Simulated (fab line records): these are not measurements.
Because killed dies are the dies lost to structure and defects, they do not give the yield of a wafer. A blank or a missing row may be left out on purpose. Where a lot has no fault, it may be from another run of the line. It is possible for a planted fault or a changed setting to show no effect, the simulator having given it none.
fab line records	flow n5-finfet
record lots=10	wafers=30	last-day=18
route steps=1938 shown BEOL_M1@828 BEOL_M2@847 BEOL_M4@1111 PASSIVATION@1936
lots that met no fault: from a run of the same line without faults
start-h: the number of hours between the record's first day and the start of the first shown wafer of the lot	wait-h: hours elapsed since this lot's preceding step	" repeats the value in the row above	L1.1+2: several wafers, shown together as one row	- no value, or no start was given	* or withheld: withheld	< > ~ a bound
route shown NAME@n: a module of which the file shows steps, and the number in the route of the first	usual: mean/standard deviation taken from wafers without a fault	same: alike in all rows	chamber/n: place in a boat	sites: each site's reading	_std_site: the standard deviation of these	_edge_site: the outer-site mean with the inner-site mean subtracted	radius-mm: for every site, how far away it sits from the centre of the wafer	mask NAME#n: copy n	behind: the tool/chamber that last shaped the wafer	hold: cause of the lot's hold/its duration in hours/its outcome	device: which transistor (n, p or np) failed to switch	end of line: the route-end tests of the same wafers	a step with no rows: only its recipe	killed: not the wafer's yield, but the dies lost to structure and defects at the first sort	map: dies across one wafer; x = killed, . = not, _ = none there
set.NAME: the setting that was run; set.NAME@STEP: the one run at that earlier step	model.NAME: the simulator's own value behind a step, which no gauge read
route steps across a sampled set of lots; one table per step, one row per wafer
services: the hour from which a tool's chamber was out of use, counted from the record's first day as start-h (under 0 if before that day), plus the number of hours and why
## steps
# step N5_BEOL_M1_SPUTTER_94
# recipe material=Cu	target-thk-a=45	temp-c=-20	chamber-pressure-pa=0.07	power-w=withheld	time-s=8.29
# usual throttle-valve-pct=29.6/1.2
lot.wafer	tool	chamber	start-h	wait-h	throttle-valve-pct
L422.4	pvd-sputter-03	-	129.01	0.1	30.6
L422.5	"	-	"	"	27.9
L422.6	"	-	"	"	30.5
L425.1	pvd-sputter-01	-	148.49	0.1	28.3
L425.2	"	-	"	"	31.0
L425.5	"	-	"	"	30.9
L426.2	pvd-sputter-02	-	154.69	0.1	31.3
L426.5	"	-	"	"	31.0
L426.6	"	-	"	"	28.4
L429.2	pvd-sputter-02	-	187.96	0.1	28.9
L429.4	"	-	"	"	28.2
L429.5	"	-	"	"	31.0
L430.1	pvd-sputter-01	-	188.52	0.1	31.0
L430.3	"	-	"	"	28.4
L430.5	"	-	"	"	27.9
L435.3	pvd-sputter-01	-	205.62	0.1	31.2
L435.4	"	-	"	"	28.6
L435.5	"	-	"	"	29.7
L438.3	pvd-sputter-01	-	236.08	0.1	28.3
L438.4	"	-	"	"	28.4
L438.5	"	-	"	"	30.0
L442.1	pvd-sputter-01	-	261.26	0.1	28.4
L442.5	"	-	"	"	29.8
L442.6	"	-	"	"	28.3
L443.2	pvd-sputter-03	-	268.84	0.1	30.7
L443.3	"	-	"	"	28.1
L443.4	"	-	"	"	30.5
L445.2	pvd-sputter-02	-	273.14	0.1	29.2
L445.4	"	-	"	"	30.9
L445.5	"	-	"	"	29.0
# step N5_BEOL_M1_RS_MEAS_58
# recipe thk-meas-gauge=four-point-probe	reads=Co_of_BEOL_M1_CO_CAP_55+Cu_of_BEOL_M1_ECD_50+Co_of_BEOL_M1_CVD_47+TaN_of_BEOL_M1_ALD_84
# usual M1_RS=0.66/0.034
lot.wafer	tool	chamber	start-h	wait-h	M1_RS[ohm/sq]
L422.4	film-metro-01	-	130.36	0.0	0.62
L422.5	"	-	"	"	0.60
L422.6	"	-	"	"	0.63
L425.1	film-metro-02	-	149.77	0.1	0.62
L425.2	"	-	"	"	0.63
L425.5	"	-	"	"	0.62
L426.2	film-metro-01	-	155.96	0.1	0.69
L426.5	"	-	"	"	0.66
L426.6	"	-	"	"	0.66
L429.2	film-metro-02	-	189.50	0.1	0.68
L429.4	"	-	"	"	0.63
L429.5	"	-	"	"	0.66
L430.1	film-metro-02	-	189.79	0.0	0.65
L430.3	"	-	"	"	0.64
L430.5	"	-	"	"	0.63
L435.3	film-metro-01	-	207.46	0.1	0.65
L435.4	"	-	"	"	0.68
L435.5	"	-	"	"	0.74
L438.3	film-metro-02	-	237.35	0.1	0.73
L438.4	"	-	"	"	0.66
L438.5	"	-	"	"	0.68
L442.1	film-metro-01	-	262.53	0.0	0.63
L442.5	"	-	"	"	0.59
L442.6	"	-	"	"	0.65
L443.2	film-metro-02	-	270.29	0.1	0.70
L443.3	"	-	"	"	0.72
L443.4	"	-	"	"	0.68
L445.2	film-metro-02	-	274.45	0.1	0.64
L445.4	"	-	"	"	0.66
L445.5	"	-	"	"	0.63
# step N5_BEOL_M2_COAT_73
# recipe resist=underlayer	temp-c=205	time-s=60	spin-rpm=1500	resist-thk-nm=5
# usual heater-power-total-W=391.7/1.4	spin-speed-rpm=1500.2/1
lot.wafer	tool	chamber	start-h	wait-h	heater-power-total-W	spin-speed-rpm
L422.4	litho-track-02	0	131.60	-	391.1	1499.3
L422.5	"	0	"	"	390.3	1499.8
L422.6	"	0	"	"	393.4	1499.6
L425.1	litho-track-02	0	150.13	-	392.6	1499.7
L425.2	"	0	"	"	393.3	1500.3
L425.5	"	0	"	"	389.6	1500.7
L426.2	litho-track-02	0	156.45	-	392.5	1389.0
L426.5	"	0	"	"	394.0	1387.3
L426.6	"	0	"	"	392.3	1387.5
L429.2	litho-track-02	0	189.86	-	393.5	1388.6
L429.4	"	0	"	"	390.1	1388.6
L429.5	"	0	"	"	392.0	1388.3
L430.1	litho-track-02	0	191.89	-	391.9	1387.0
L430.3	"	0	"	"	390.0	1387.9
L430.5	"	0	"	"	392.2	1386.8
L435.3	litho-track-05	0	209.62	-	389.8	1501.3
L435.4	"	0	"	"	393.9	1500.4
L435.5	"	0	"	"	393.3	1499.2
L438.3	litho-track-03	0	238.05	-	391.3	1500.4
L438.4	"	0	"	"	392.8	1500.7
L438.5	"	0	"	"	393.2	1499.8
L442.1	litho-track-02	0	263.29	-	392.5	1501.4
L442.5	"	0	"	"	393.2	1499.7
L442.6	"	0	"	"	391.6	1499.2
L443.2	litho-track-02	0	270.85	-	393.4	1500.5
L443.3	"	0	"	"	389.4	1500.3
L443.4	"	0	"	"	389.9	1500.7
L445.2	litho-track-03	0	275.16	-	393.0	1500.1
L445.4	"	0	"	"	393.2	1499.7
L445.5	"	0	"	"	394.0	1501.4
# step N5_BEOL_M2_INSPECT_13
# recipe mode=adi	inspect-instrument=brightfield
# usual raw-defect-count=418/83
lot.wafer	tool	chamber	start-h	wait-h	raw-defect-count
L422.4	defect-inspect-01	-	132.08	0.0	319
L422.5	"	-	"	"	523
L422.6	"	-	"	"	429
L425.1	defect-inspect-02	-	150.49	0.1	424
L425.2	"	-	"	"	362
L425.5	"	-	"	"	436
L426.2	defect-inspect-02	-	156.81	0.0	434
L426.5	"	-	"	"	493
L426.6	"	-	"	"	698
L429.2	defect-inspect-01	-	190.21	0.0	324
L429.4	"	-	"	"	465
L429.5	"	-	"	"	445
L430.1	defect-inspect-02	-	192.37	0.1	423
L430.3	"	-	"	"	527
L430.5	"	-	"	"	457
L435.3	defect-inspect-02	-	210.10	0.0	482
L435.4	"	-	"	"	475
L435.5	"	-	"	"	383
L438.3	defect-inspect-01	-	238.41	0.1	420
L438.4	"	-	"	"	488
L438.5	"	-	"	"	419
L442.1	defect-inspect-02	-	263.64	0.1	437
L442.5	"	-	"	"	510
L442.6	"	-	"	"	579
L443.2	defect-inspect-02	-	271.20	0.0	378
L443.3	"	-	"	"	327
L443.4	"	-	"	"	356
L445.2	defect-inspect-02	-	275.52	0.0	512
L445.4	"	-	"	"	297
L445.5	"	-	"	"	505
# step N5_BEOL_M4_RC_MEAS_101
# usual DIBL_N=36.0/1.9	DIBL_P=36.0/2.1	IOFF_N=0.155/0.029	IOFF_P=0.20/0.032	ION_N=672/11	ION_P=461/6.9	SS_N=71.5/0.58	SS_P=73.2/0.64	VT_N=250.4/2.9	VT_P=-251.0/2.8
lot.wafer	tool	chamber	start-h	wait-h	DIBL_N[mV/V]	DIBL_P[mV/V]	IOFF_N[nA/um]	IOFF_P[nA/um]	ION_N[uA/um]	ION_P[uA/um]	SS_N[mV/dec]	SS_P[mV/dec]	VT_N[mV]	VT_P[mV]
L422.4	prober-02	0	180.36	0.5	34.5	33.8	0.124	0.16	676	455	70.4	72.2	254.2	-256.0
L422.5	"	0	"	"	35.0	35.0	0.131	0.17	659	446	71.1	72.5	253.3	-252.8
L422.6	"	0	"	"	35.1	34.7	0.136	0.16	661	451	70.7	72.9	251.9	-257.8
L425.1	prober-02	0	187.11	0.0	38.1	39.4	0.192	0.26	696	475	71.6	74.1	247.3	-244.9
L425.2	"	0	"	"	39.6	40.4	0.218	0.27	682	466	72.0	73.4	244.8	-248.1
L425.5	"	0	"	"	39.5	39.7	0.213	0.27	705	478	71.0	73.7	247.4	-247.3
L426.2	prober-01	0	210.12	0.2	34.8	34.1	0.124	0.19	666	460	71.1	72.9	252.0	-249.1
L426.5	"	0	"	"	36.1	35.1	0.138	0.20	662	461	72.0	72.4	248.9	-250.7
L426.6	"	0	"	"	36.1	35.2	0.143	0.20	660	460	71.8	73.1	251.5	-249.3
L429.2	prober-02	0	223.72	0.2	37.7	38.7	0.197	0.25	671	459	72.4	73.5	246.4	-249.8
L429.4	"	0	"	"	36.1	36.5	0.157	0.22	675	459	71.7	74.0	251.4	-250.4
L429.5	"	0	"	"	38.0	38.1	0.179	0.23	665	453	72.1	73.7	249.0	-251.9
L430.1	prober-01	0	227.73	0.0	38.1	38.0	0.178	0.22	688	468	71.8	73.3	247.4	-249.7
L430.3	"	0	"	"	35.3	34.2	0.125	0.17	671	459	71.0	72.6	253.8	-253.8
L430.5	"	0	"	"	37.7	37.6	0.177	0.21	690	464	71.1	73.1	247.6	-250.1
L435.3	prober-01	0	246.81	0.3	35.9	36.1	0.174	0.21	683	463	71.9	73.4	245.5	-251.0
L435.4	"	0	"	"	34.2	34.0	0.141	0.17	652	451	71.5	73.0	252.5	-252.2
L435.5	"	0	"	"	37.2	36.8	0.195	0.22	689	462	72.0	74.3	247.2	-251.3
L438.3	prober-02	0	279.82	0.3	36.1	36.5	0.134	0.18	661	454	71.1	72.7	256.5	-253.1
L438.4	"	0	"	"	38.4	39.7	0.181	0.22	688	462	71.6	74.1	251.6	-251.1
L438.5	"	0	"	"	40.0	41.4	0.216	0.26	681	465	72.0	75.0	251.1	-249.7
L442.1	prober-02	0	303.98	0.0	38.0	36.8	0.169	0.22	676	469	72.0	73.9	249.1	-247.3
L442.5	"	0	"	"	36.2	35.3	0.148	0.20	673	462	70.9	73.6	250.4	-249.4
L442.6	"	0	"	"	38.5	37.9	0.187	0.23	679	460	71.9	74.0	246.4	-247.4
L445.2	prober-01	0	311.51	0.2	37.5	36.0	0.179	0.23	672	465	71.6	73.9	248.6	-246.8
L445.4	"	0	"	"	35.8	34.7	0.147	0.20	678	460	71.1	72.9	251.6	-250.3
L445.5	"	0	"	"	38.0	36.4	0.173	0.24	657	450	71.5	73.8	248.6	-252.1
L443.2	prober-02	0	312.04	0.2	33.6	33.1	0.130	0.18	675	467	71.5	72.1	250.5	-250.3
L443.3	"	0	"	"	32.7	32.2	0.124	0.17	673	464	70.7	72.4	255.6	-251.7
L443.4	"	0	"	"	34.6	33.9	0.132	0.19	656	457	70.9	72.7	253.0	-251.1
# step N5_PASSIVATION_PROBE_49
# usual defect-limited-yield=91.0/1.5	killed_at_M0_to_M3=33/9.4	killed_at_M4_up=14/4.8	killed-at-contacts=13/7.3	killed-at-front-end=43/13	killed-at-other=3.6/2.9	killed-dies=106/18	killed-open=69/13	killed-short=35/8.2	sort_bin_5_function=5.3/1	sort_bin_6_memory=3.3/0.68	sort-n-pass=1074/18	sort-yield-pct=91.0/1.5
# same gross-dies=1180	killed-at-back-side=0	sort_bin_4_leakage[%]=0	sort_bin_8_speed[%]=0
lot.wafer	tool	chamber	start-h	wait-h	defect-limited-yield[%]	killed_at_M0_to_M3	killed_at_M4_up	killed-at-contacts	killed-at-front-end	killed-at-other	killed-dies	killed-open	killed-short	sort_bin_5_function[%]	sort_bin_6_memory[%]	sort-n-pass	sort-yield-pct[%]
L426.5	prober-02	-	322.94	0.2	90.7	24	13	19	54	0	110	60	32	4.5	3.2	1070	90.7
L435.5	prober-01	-	358.30	0.2	90.5	26	17	19	50	0	112	80	26	4.7	3.9	1068	90.5
# killed by level:class
L426.5 HKMG_FIN:area-etch=16 MOL_CONTACT_COAG:geometric-particle:open=15 STI_FIN_REVEAL:geometric-particle:open=8 FIN_SAQP:geometric-particle:short=7 BEOL_M0_SAQP:geometric-particle:short=6 FIN_SAQP:geometric-particle:open=5 BEOL_M0_SAQP:geometric-particle:open=5 BEOL_M4:geometric-particle:open=5
L435.5 FIN_SAQP:geometric-particle:open=16 MOL_CONTACT_COAG:geometric-particle:open=16 STI_FIN_REVEAL:geometric-particle:open=11 BEOL_M4:geometric-particle:open=10 BEOL_M1:geometric-particle:open=7 BEOL_M0_SAQP:geometric-particle:open=6 HKMG_FIN:area-etch=6 BEOL_M0_SAQP:geometric-particle:short=5
## services
tool	chamber	start-h	hours	kind
pvd-sputter-03	-	137.72	2.9	repair
pvd-sputter-03	-	164.10	7.1	repair
## key
first-sign step=N5_BEOL_M2_COAT_73	reading=spin-speed-rpm	direction=down	sigmas=99+	usual=*	struck=*
effect none on later readings
met-at N5_BEOL_M2_COAT_73
struck-lots L426,L429,L430
baseline-loss step=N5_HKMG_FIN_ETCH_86	wafers=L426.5
not-acting-at N5_BEOL_M1_SPUTTER_94,N5_BEOL_M1_RS_MEAS_58,N5_BEOL_M2_INSPECT_13
onset-between 150.13 156.45
fault kind=process-parameter-drift	tool=litho-track-02	chamber=-	onset-h=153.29	steps=N5_BEOL_M2_COAT_73	channel=spin-rpm	offset=*	shape=step	end-h=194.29	acts-in=*	stated=*
# baseline-loss: these wafers lose ten dies or more at that step, a loss of the line's own and not of a fault; the sort's usual values leave them out
